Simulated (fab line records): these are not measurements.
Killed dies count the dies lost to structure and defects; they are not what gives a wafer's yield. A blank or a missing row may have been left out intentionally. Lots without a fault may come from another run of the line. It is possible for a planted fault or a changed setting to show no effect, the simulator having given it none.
fab line records -- flow n5_finfet
record: lots: 7, wafers: 21
route steps=1938 shown BEOL_M0_SAQP@663 BEOL_M1@770 BEOL_M2@890 BEOL_M3@938 BEOL_M4@1028 BEOL_M5@1119
start_h: hours from the record's first day to the start of the lot's first wafer shown -- wait_h: time in hours since the lot's previous step -- " repeats the value in the row above -- L1.1+2: one row covering several wafers at once -- - no value, or no start given -- * or withheld: withheld -- < > ~ a bound
route shown NAME@n: NAME is a module with steps in the file, n the number in the route of the first one -- usual: mean and standard deviation over wafers with no fault -- same: alike in all rows -- chamber/n: place in a boat -- sites: per-site readings -- _std_site: the standard deviation of these -- _edge_site: outer sites' mean less inner sites' -- radius_mm: how far each site lies from the wafer's centre -- mask NAME#n: copy n -- behind: the last tool/chamber to shape the wafer -- hold: reason for holding the lot/hours on hold/outcome of the hold -- device: names the non-switching transistor (n, p or np) -- end of line: at the end of the route, the tests of the same wafers -- a step with no rows: only its recipe -- killed: not the wafer's yield, but the dies lost to structure and defects at the first sort -- map: a wafer's dies, x killed, . not, _ none there
set.NAME: setting as actually run; set.NAME@STEP: the setting as run at that earlier step -- model.NAME: the simulator's own value behind a step, which no gauge read
lots where settings were altered on purpose, with a table for each step and a row for each wafer
== steps ==
step: N5_BEOL_M0_SAQP_SPACER1_ALD_98
recipe: material: SiO2, target_thk_a: 128, temp_c: 300, ald_precursor_family: BDEAS, ald_co_reactant: O2-plasma, pulse_time_s: 1, purge_time_s: 2, co_reactant_purge_time_s: 2, ald_cycles: 138, pressure_torr: 2
lot.wafer,tool,chamber,start_h,wait_h,set.temp_c,model.SiO2_of_BEOL_M0_SAQP_SPACER1_ALD_98.thk_nm
L074.2,ald_sin-03,1,113.50,0.3,291.2,13.2
L074.5+6,ald_sin-03,"0,3",113.50,0.3,300,12.8
L076.2+3,ald_sin-01,"2,3",121.18,0.5,291.6,13.2
L076.5,ald_sin-01,2,121.18,0.5,300,12.8
L078.1+6,ald_sin-01,"2,3",132.71,0.3,289.6,13.2
L078.2,ald_sin-01,0,132.71,0.3,300,12.8
L085.4,ald_sin-01,3,182.56,3.2,300,12.8
L085.5+6,ald_sin-01,"3,2",182.56,3.2,308.3,12.6
L089.3+4,ald_sin-03,"1,0",205.26,0.8,300,12.8
L089.5,ald_sin-03,1,205.26,0.8,304.8,12.8
L092.3+4,ald_sin-02,"1,2",219.16,0.1,300,12.8
L092.6,ald_sin-02,3,219.16,0.1,300,12.6
L094.1,ald_sin-03,2,233.80,0.3,300,13
L094.2+6,ald_sin-03,"0,1",233.80,0.3,300,12.8
step: N5_BEOL_M1_ETCH_64
recipe: chemistry: N2/H2, target: SOC, target_depth_a: 750, overetch_a: 150, mask_material: SiARC, temp_c: 40, time_s: 112.5, ion_energy_ev: 200, pressure_mtorr: 30, source_w: 840, bias_w: 150, n2_flow_sccm: 200, h2_flow_sccm: 200
usual: rf_vpp_V: 525.2/2.1
lot.wafer,tool,chamber,start_h,wait_h,set.source_w,rf_vpp_V
L074.2,rie_diel-03,1,125.18,0.0,840,526.6
L074.5,rie_diel-03,3,125.18,0.0,696.9,559.4
L074.6,rie_diel-03,1,125.18,0.0,696.9,559.5
L076.2,rie_diel-02,1,131.61,0.0,922.5,508.1
L076.3,rie_diel-02,0,131.61,0.0,840,526.5
L076.5,rie_diel-02,1,131.61,0.0,840,524.7
L078.1,rie_diel-02,3,147.74,0.0,757.3,539.2
L078.2,rie_diel-02,0,147.74,0.0,840,525.9
L078.6,rie_diel-02,2,147.74,0.0,840,522.9
L085.4,rie_diel-02,0,200.55,0.0,840,525.9
L085.5,rie_diel-02,3,200.55,0.0,840,528.1
L085.6,rie_diel-02,2,200.55,0.0,840,524.0
L089.3,rie_diel-01,2,218.15,0.0,899.6,514.5
L089.4,rie_diel-01,1,218.15,0.0,899.6,516.0
L089.5,rie_diel-01,3,218.15,0.0,899.6,512.3
L092.3,rie_diel-01,2,229.23,0.0,840,524.9
L092.4,rie_diel-01,3,229.23,0.0,840,522.3
L092.6,rie_diel-01,2,229.23,0.0,840,526.3
L094.1,rie_diel-01,2,248.72,0.0,894.1,514.2
L094.2,rie_diel-01,3,248.72,0.0,894.1,513.0
L094.6,rie_diel-01,1,248.72,0.0,840,528.0
step: N5_BEOL_M1_TRENCH_ETCH_37
recipe: chemistry: C4F6/O2, target_depth_a: 552.07, target: SiOC, time_s: 29, ion_energy_ev: 250, pressure_mtorr: 30, source_w: 355, bias_w: 185, Ar_flow_sccm: 300, C4F6_flow_sccm: 10, O2_flow_sccm: 10
usual: rf_vpp_V: 662/16
lot.wafer,tool,chamber,start_h,wait_h,set.bias_w,rf_vpp_V
L074.2,rie_diel-02,0,-,-,185,654
L074.5,rie_diel-02,1,-,-,157.4,585
L074.6,rie_diel-02,0,-,-,185,653
L076.2,rie_diel-02,1,-,-,170.8,621
L076.3,rie_diel-02,0,-,-,185,652
L076.5,rie_diel-02,1,-,-,185,662
L078.1,rie_diel-02,0,-,-,185,653
L078.2,rie_diel-02,1,-,-,185,665
L078.6,rie_diel-02,2,-,-,161.5,573
L085.4,rie_diel-02,2,-,-,185,639
L085.5,rie_diel-02,3,-,-,185,645
L085.6,rie_diel-02,2,-,-,185,638
L089.3,rie_diel-01,3,-,-,185,667
L089.4,rie_diel-01,1,-,-,185,685
L089.5,rie_diel-01,2,-,-,185,700
L092.3,rie_diel-02,3,-,-,185,644
L092.4,rie_diel-02,1,-,-,185,664
L092.6,rie_diel-02,2,-,-,185,638
L094.1,rie_diel-02,0,-,-,185,653
L094.2,rie_diel-02,1,-,-,185,662
L094.6,rie_diel-02,0,-,-,158.8,578
step: N5_BEOL_M2_TRENCH_ETCH_37
recipe: chemistry: C4F6/O2, target_depth_a: 555.55, target: SiOC, time_s: 29.2, ion_energy_ev: 250, pressure_mtorr: 30, source_w: 355, bias_w: 185, Ar_flow_sccm: 300, C4F6_flow_sccm: 10, O2_flow_sccm: 10
lot.wafer,tool,chamber,start_h,wait_h,set.time_s,model.BEOL_M2.feature_depth_nm,model.etch.depth_nm
L074.2,rie_diel-04,1,-,-,35.3,66.8,66.81
L074.5,rie_diel-04,3,-,-,35.3,67.4,67.43
L074.6,rie_diel-04,2,-,-,35.3,67.8,67.82
L076.2,rie_diel-04,0,-,-,26.03,48,48.04
L076.3,rie_diel-04,3,-,-,29.2,55,55.05
L076.5,rie_diel-04,2,-,-,26.03,50,49.98
L078.1,rie_diel-06,1,-,-,29.2,55.2,55.18
L078.2,rie_diel-06,2,-,-,34.76,65.6,65.54
L078.6,rie_diel-06,2,-,-,34.76,65.8,65.87
L085.4,rie_diel-04,3,-,-,29.2,55.6,55.67
L085.5,rie_diel-04,2,-,-,27.05,52.6,52.68
L085.6,rie_diel-04,1,-,-,27.05,51.6,51.51
L089.3,rie_diel-06,1,-,-,32.02,61.8,61.84
L089.4,rie_diel-06,0,-,-,32.02,60.2,60.16
L089.5,rie_diel-06,2,-,-,29.2,56.2,56.18
L092.3,rie_diel-05,2,-,-,29.2,54.4,54.36
L092.4,rie_diel-05,0,-,-,29.2,57.2,57.16
L092.6,rie_diel-05,1,-,-,29.2,55.4,55.34
L094.1,rie_diel-04,3,-,-,33.42,63,62.99
L094.2,rie_diel-04,2,-,-,33.42,64.6,64.69
L094.6,rie_diel-04,1,-,-,33.42,63,63.02
step: N5_BEOL_M2_ETCH_41
recipe: chemistry: CH3F/O2, target: SiCN, target_depth_a: 299, taper_deg: 2, time_s: 52.5, ion_energy_ev: 120, mask_material: TiN, pressure_mtorr: 30, source_w: 395, bias_w: 75, Ar_flow_sccm: 150, CH3F_flow_sccm: 30, O2_flow_sccm: 20
step: N5_BEOL_M2_STRIP_97
recipe: chemistry: N2/H2, time_s: 10, power_w: 450, temp_c: 40, pressure_mtorr: 20, rf_frequency_hz: 6e+07, bias_power_w: 7, n2_flow_sccm: 200, h2_flow_sccm: 200
step: N5_BEOL_M2_OCD_MEAS_38
usual: trench_depth_nm: 55.1/1.2
lot.wafer,tool,chamber,start_h,wait_h,set.time_s@BEOL_M2_TRENCH_ETCH_37,trench_depth_nm
L074.2,ocd-02,-,140.24,-,35.3,67.1
L074.5,ocd-02,-,140.24,-,35.3,67.2
L074.6,ocd-02,-,140.24,-,35.3,67.7
L076.2,ocd-01,-,143.95,-,26.03,48.2
L076.3,ocd-01,-,143.95,-,29.2,55.1
L076.5,ocd-01,-,143.95,-,26.03,49.4
L078.1,ocd-01,-,162.68,-,29.2,54.8
L078.2,ocd-01,-,162.68,-,34.76,65.8
L078.6,ocd-01,-,162.68,-,34.76,66.4
L085.4,ocd-02,-,219.85,-,29.2,55.5
L085.5,ocd-02,-,219.85,-,27.05,52.8
L085.6,ocd-02,-,219.85,-,27.05,52.3
L089.3,ocd-02,-,226.39,-,32.02,62.0
L089.4,ocd-02,-,226.39,-,32.02,60.2
L089.5,ocd-02,-,226.39,-,29.2,55.6
L092.3,ocd-01,-,241.28,-,29.2,54.3
L092.4,ocd-01,-,241.28,-,29.2,57.2
L092.6,ocd-01,-,241.28,-,29.2,55.8
L094.1,ocd-02,-,263.57,-,33.42,63.1
L094.2,ocd-02,-,263.57,-,33.42,65.2
L094.6,ocd-02,-,263.57,-,33.42,63.0
step: N5_BEOL_M2_HM_STRIP_39
recipe: chemistry: peroxide_tin_strip, material: TiN, target_depth_a: 250, temp_c: 50, time_s: 158
step: N5_BEOL_M2_SRD_40
recipe: time_s: 30, temp_c: 23, rinse_liquid: diw, dry: ipa_marangoni
step: N5_BEOL_M2_ECD_50
recipe: material: Cu, target_thk_a: 3000
step: N5_BEOL_M2_ANNEAL_51
recipe: temp_c: 225, time_s: 90, ambient: N2
step: N5_BEOL_M2_CMP_52
recipe: stop_on: SiOC, t_overpolish_s: 6.8, down_force_psi: 1, platen_rpm: 50, clearing_platen_down_force_psi: 1.5, clearing_platen_rpm: 50, post_cmp_clean: cu_alkaline, target_thk_nm: 40, clearing_platen_pad_velocity_m_s: 0.99484, pad_velocity_m_s: 0.99484
lot.wafer,tool,chamber,start_h,wait_h,set.time_s@BEOL_M2_TRENCH_ETCH_37,model.Cu_of_BEOL_M2_ECD_50.thk_nm
L074.2,cmp-04,3,143.71,0.2,35.3,50.6
L074.5,cmp-04,2,143.71,0.2,35.3,52.2
L074.6,cmp-04,3,143.71,0.2,35.3,51.6
L076.2,cmp-01,2,147.31,0.2,26.03,33.4
L076.3,cmp-01,1,147.31,0.2,29.2,38.8
L076.5,cmp-01,3,147.31,0.2,26.03,32
L078.1,cmp-01,0,166.18,0.3,29.2,39.6
L078.2,cmp-01,1,166.18,0.3,34.76,49
L078.6,cmp-01,0,166.18,0.3,34.76,50.8
L085.4,cmp-01,3,223.05,0.2,29.2,38.4
L085.5,cmp-01,2,223.05,0.2,27.05,37.2
L085.6,cmp-01,3,223.05,0.2,27.05,35.4
L089.3,cmp-01,2,231.15,0.2,32.02,44.8
L089.4,cmp-01,0,231.15,0.2,32.02,43.2
L089.5,cmp-01,2,231.15,0.2,29.2,41
L092.3+6,cmp-02,3,244.76,0.2,29.2,40
L092.4,cmp-02,0,244.76,0.2,29.2,41
L094.2,cmp-04,2,267.12,0.2,33.42,50.8
L094.1,cmp-04,1,267.12,0.2,33.42,47.8
L094.6,cmp-04,3,267.12,0.2,33.42,49.6
step: N5_BEOL_M2_THK_MEAS_53
recipe: thk_meas_gauge: xrf, reads: Cu_of_BEOL_M2_ECD_50
usual: M2_THK: 39.1/1.5
lot.wafer,tool,chamber,start_h,wait_h,set.time_s@BEOL_M2_TRENCH_ETCH_37,M2_THK[nm]
L074.2,film_metro-02,-,143.97,-,35.3,49.9
L074.5,film_metro-02,-,143.97,-,35.3,51.5
L074.6,film_metro-02,-,143.97,-,35.3,51.2
L076.2,film_metro-02,-,147.61,-,26.03,33.1
L076.3,film_metro-02,-,147.61,-,29.2,38.4
L076.5,film_metro-02,-,147.61,-,26.03,31.8
L078.1,film_metro-01,-,166.44,-,29.2,39.6
L078.2,film_metro-01,-,166.44,-,34.76,49.0
L078.6,film_metro-01,-,166.44,-,34.76,50.9
L085.4,film_metro-01,-,223.31,-,29.2,38.7
L085.5,film_metro-01,-,223.31,-,27.05,37.4
L085.6,film_metro-01,-,223.31,-,27.05,35.6
L089.3,film_metro-01,-,231.41,-,32.02,44.8
L089.4,film_metro-01,-,231.41,-,32.02,43.1
L089.5,film_metro-01,-,231.41,-,29.2,41.3
L092.3,film_metro-01,-,245.06,-,29.2,39.7
L092.4,film_metro-01,-,245.06,-,29.2,40.8
L092.6,film_metro-01,-,245.06,-,29.2,39.6
L094.1,film_metro-01,-,267.41,-,33.42,47.7
L094.2,film_metro-01,-,267.41,-,33.42,50.6
L094.6,film_metro-01,-,267.41,-,33.42,49.5
step: N5_BEOL_M2_PRE_CLEAN_60
recipe: gas: NH3/H2, time_s: 15, temp_c: *, rf_power_w: 300
step: N5_BEOL_M2_CO_CAP_55
recipe: material: Co, target_thk_a: 20, temp_c: 200, precursor: CCTBA/H2, pressure_torr: 30, time_s: 102.1
step: N5_BEOL_M2_PRE_CLEAN_56
recipe: gas: NH3, time_s: 15, temp_c: withheld, rf_power_w: 300
step: N5_BEOL_M2_DEP_57
recipe: material: SiCN, target_thk_a: 80, temp_c: withheld, precursor: 3MS/NH3, pressure_torr: 3, rf_w: 202, time_s: 14
step: N5_BEOL_M2_RS_MEAS_58
recipe: thk_meas_gauge: four-point-probe, reads: Co_of_BEOL_M2_CO_CAP_55+Cu_of_BEOL_M2_ECD_50+Co_of_BEOL_M2_CVD_47+TaN_of_BEOL_M2_ALD_84
usual: M2_RS: 0.69/0.034
lot.wafer,tool,chamber,start_h,wait_h,set.time_s@BEOL_M2_TRENCH_ETCH_37,M2_RS[ohm/sq]
L074.2,film_metro-02,-,144.23,0.1,35.3,0.50
L074.5,film_metro-02,-,144.23,0.1,35.3,0.48
L074.6,film_metro-02,-,144.23,0.1,35.3,0.48
L076.2,film_metro-02,-,147.87,0.1,26.03,0.85
L076.3,film_metro-02,-,147.87,0.1,29.2,0.70
L076.5,film_metro-02,-,147.87,0.1,26.03,0.89
L078.1,film_metro-01,-,166.78,0.0,29.2,0.68
L078.2,film_metro-01,-,166.78,0.0,34.76,0.52
L078.6,film_metro-01,-,166.78,0.0,34.76,0.50
L085.4,film_metro-01,-,223.57,0.0,29.2,0.70
L085.5,film_metro-01,-,223.57,0.0,27.05,0.73
L085.6,film_metro-01,-,223.57,0.0,27.05,0.79
L089.3,film_metro-02,-,231.69,0.1,32.02,0.58
L089.4,film_metro-02,-,231.69,0.1,32.02,0.61
L089.5,film_metro-02,-,231.69,0.1,29.2,0.65
L092.3,film_metro-01,-,245.32,0.1,29.2,0.67
L092.4,film_metro-01,-,245.32,0.1,29.2,0.65
L092.6,film_metro-01,-,245.32,0.1,29.2,0.67
L094.1,film_metro-02,-,267.72,0.0,33.42,0.53
L094.2,film_metro-02,-,267.72,0.0,33.42,0.49
L094.6,film_metro-02,-,267.72,0.0,33.42,0.51
step: N5_BEOL_M3_COAT_05
recipe: resist: CAR-EUV, spin_rpm: 1500, resist_thk_nm: 30
lot.wafer,tool,chamber,start_h,wait_h,set.spin_rpm,model.CAR-EUV_of_BEOL_M3_COAT_05.thk_nm
L074.2+6,litho_track-01,0,-,-,1543,29.6
L074.5,litho_track-01,0,-,-,1500,30
L076.2+3+5,litho_track-01,0,-,-,1454,30.6
L078.1+2,litho_track-01,0,-,-,1500,30.2
L078.6,litho_track-01,0,-,-,1567,29.6
L085.4+5+6,litho_track-05,0,-,-,1500,30
L089.3+5,litho_track-01,0,-,-,1500,30
L089.4,litho_track-01,0,-,-,1500,29.8
L092.3+4+6,litho_track-04,0,-,-,1500,30
L094.1+6,litho_track-05,0,-,-,1367,31.4
L094.2,litho_track-05,0,-,-,1500,30
step: N5_BEOL_M3_EBR_07
recipe: solvent: PGMEA, ebr_width_mm: 1.5
step: N5_BEOL_M3_SOFTBAKE_06
recipe: temp_c: 110, time_s: 60, resist: CAR-EUV
step: N5_BEOL_M3_DESCUM_16
recipe: chemistry: O2, time_s: 7, source_power_w: 50, bias_power_w: 20, pressure_mtorr: 20, rf_frequency_hz: 2.712e+07, temp_c: 40, resist: CAR-EUV, o2_flow_sccm: 225
lot.wafer,tool,chamber,start_h,wait_h,set.spin_rpm@BEOL_M3_COAT_05,model.CAR-EUV_of_BEOL_M3_COAT_05.thk_nm
L074.2+6,rie_diel-03,"0,2",145.04,0.0,1543,25.6
L074.5,rie_diel-03,3,145.04,0.0,1500,26
L076.2+3+5,rie_diel-03,"1,0,1",149.41,0.0,1454,26.6
L078.1+2,rie_diel-03,"0,3",168.03,0.0,1500,26.2
L078.6,rie_diel-03,2,168.03,0.0,1567,25.6
L085.4+5,rie_diel-01,"2,1",224.83,0.4,1500,26.2
L085.6,rie_diel-01,0,224.83,0.4,1500,26
L089.3+4+5,rie_diel-01,"3,0,3",232.57,0.0,1500,26
L092.3+6,rie_diel-01,"1,2",246.52,0.2,1500,26.2
L092.4,rie_diel-01,3,246.52,0.2,1500,26
L094.1,rie_diel-01,0,268.62,0.0,1367,27.4
L094.2,rie_diel-01,1,268.62,0.0,1500,26
L094.6,rie_diel-01,1,268.62,0.0,1367,27.6
step: N5_BEOL_M4_COAT_05
recipe: resist: CAR-EUV, spin_rpm: 1500, resist_thk_nm: 30
lot.wafer,tool,chamber,start_h,wait_h,set.spin_rpm,model.CAR-EUV_of_BEOL_M4_COAT_05.thk_nm
L074.2,litho_track-02,0,-,-,1336,31.6
L074.5+6,litho_track-02,0,-,-,1500,29.8
L076.2+3,litho_track-03,0,-,-,1631,28.8
L076.5,litho_track-03,0,-,-,1500,30
L078.1,litho_track-01,0,-,-,1338,31.8
L078.2+6,litho_track-01,0,-,-,1500,30
L085.4+5+6,litho_track-03,0,-,-,1500,30
L089.3,litho_track-02,0,-,-,1628,28.8
L089.4,litho_track-02,0,-,-,1628,29
L089.5,litho_track-02,0,-,-,1500,30
L092.3+4+6,litho_track-03,0,-,-,1500,30
L094.1+2+6,litho_track-02,0,-,-,1500,30
step: N5_BEOL_M4_EBR_07
recipe: solvent: PGMEA, ebr_width_mm: 1.5
step: N5_BEOL_M4_SOFTBAKE_06
recipe: temp_c: 110, time_s: 60, resist: CAR-EUV
step: N5_BEOL_M4_EXPOSE_08
recipe: mask_id: M4, na: 0.33, source_shape: dipole, sigma_inner: 0.369, sigma_outer: 0.767, polarization: unpolarized, dose_mj: 41.25
step: N5_BEOL_M4_PEB_09
recipe: peb_temp_c: 100, peb_time_s: 60, resist: CAR-EUV
step: N5_BEOL_M4_DEVELOP_10
recipe: develop_time_s: 30, developer: TMAH, resist: CAR-EUV, rinse_liquid: surfactant_rinse, dry: air_spin, dev_temp_c: 23
lot.wafer,tool,chamber,start_h,wait_h,set.spin_rpm@BEOL_M4_COAT_05,model.CAR-EUV_of_BEOL_M4_COAT_05.thk_nm
L074.2,litho_track-01,0,-,-,1336,31.2
L074.5+6,litho_track-01,0,-,-,1500,29.4
L076.2+3,litho_track-01,0,-,-,1631,28.2
L076.5,litho_track-01,0,-,-,1500,29.6
L078.1,litho_track-03,0,-,-,1338,31.4
L078.2,litho_track-03,0,-,-,1500,29.4
L078.6,litho_track-03,0,-,-,1500,29.6
L085.4+5+6,litho_track-01,0,-,-,1500,29.6
L089.3,litho_track-02,0,-,-,1628,28.4
L089.4,litho_track-02,0,-,-,1628,28.6
L089.5,litho_track-02,0,-,-,1500,29.6
L092.3+6,litho_track-02,0,-,-,1500,29.6
L092.4,litho_track-02,0,-,-,1500,29.4
L094.1+2+6,litho_track-02,0,-,-,1500,29.6
step: N5_BEOL_M5_COAT_71
recipe: resist: underlayer, temp_c: 205, time_s: 60, spin_rpm: 1500, resist_thk_nm: 5
lot.wafer,tool,chamber,start_h,wait_h,set.spin_rpm
L074.2,litho_track-04,0,-,-,1621
L074.5+6,litho_track-04,0,-,-,1500
L076.2+3,litho_track-04,0,-,-,1500
L076.5,litho_track-04,0,-,-,1658
L078.1,litho_track-05,0,-,-,1559
L078.2+6,litho_track-05,0,-,-,1500
L085.4+5,litho_track-04,0,-,-,1500
L085.6,litho_track-04,0,-,-,1341
L089.3+4,litho_track-04,0,-,-,1500
L089.5,litho_track-04,0,-,-,1409
L092.3+4+6,litho_track-02,0,-,-,1500
L094.1+6,litho_track-05,0,-,-,1661
L094.2,litho_track-05,0,-,-,1500
== key ==
split: step: N5_BEOL_M0_SAQP_SPACER1_ALD_98, setting: temp_c, stated: 300, by: wafer
response: step: N5_BEOL_M0_SAQP_SPACER1_ALD_98, reading: model.SiO2_of_BEOL_M0_SAQP_SPACER1_ALD_98.thk_nm, change: -0.109, per: 1%, r: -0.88
split: step: N5_BEOL_M1_ETCH_64, setting: source_w, stated: 840, by: wafer
response: step: N5_BEOL_M1_ETCH_64, reading: rf_vpp_V, change: -1.85, per: 1%, r: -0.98
split: step: N5_BEOL_M1_TRENCH_ETCH_37, setting: bias_w, stated: 185, by: wafer
response: step: N5_BEOL_M1_TRENCH_ETCH_37, reading: rf_vpp_V, change: +5.45, per: 1%, r: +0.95
split: step: N5_BEOL_M2_TRENCH_ETCH_37, setting: time_s, stated: 29.2, by: wafer
response: step: N5_BEOL_M2_TRENCH_ETCH_37, reading: model.BEOL_M2.feature_depth_nm, change: +0.537, per: 1%, r: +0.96
response: step: N5_BEOL_M2_TRENCH_ETCH_37, reading: model.etch.depth_nm, change: +0.539, per: 1%, r: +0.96
response: step: N5_BEOL_M2_OCD_MEAS_38, reading: trench_depth_nm, change: +0.571, per: 1%, r: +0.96
response: step: N5_BEOL_M2_CMP_52, reading: model.Cu_of_BEOL_M2_ECD_50.thk_nm, change: +0.489, per: 1%, r: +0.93
response: step: N5_BEOL_M2_THK_MEAS_53, reading: M2_THK, change: +0.484, per: 1%, r: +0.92
response: step: N5_BEOL_M2_RS_MEAS_58, reading: M2_RS, change: -0.00974, per: 1%, r: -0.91
split: step: N5_BEOL_M3_COAT_05, setting: spin_rpm, stated: 1500, by: wafer
response: step: N5_BEOL_M3_COAT_05, reading: model.CAR-EUV_of_BEOL_M3_COAT_05.thk_nm, change: -0.152, per: 1%, r: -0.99
response: step: N5_BEOL_M3_DESCUM_16, reading: model.CAR-EUV_of_BEOL_M3_COAT_05.thk_nm, change: -0.16, per: 1%, r: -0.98
split: step: N5_BEOL_M4_COAT_05, setting: spin_rpm, stated: 1500, by: wafer
response: step: N5_BEOL_M4_COAT_05, reading: model.CAR-EUV_of_BEOL_M4_COAT_05.thk_nm, change: -0.153, per: 1%, r: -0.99
response: step: N5_BEOL_M4_DEVELOP_10, reading: model.CAR-EUV_of_BEOL_M4_COAT_05.thk_nm, change: -0.16, per: 1%, r: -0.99
split: step: N5_BEOL_M5_COAT_71, setting: spin_rpm, stated: 1500, by: wafer
response none in this file
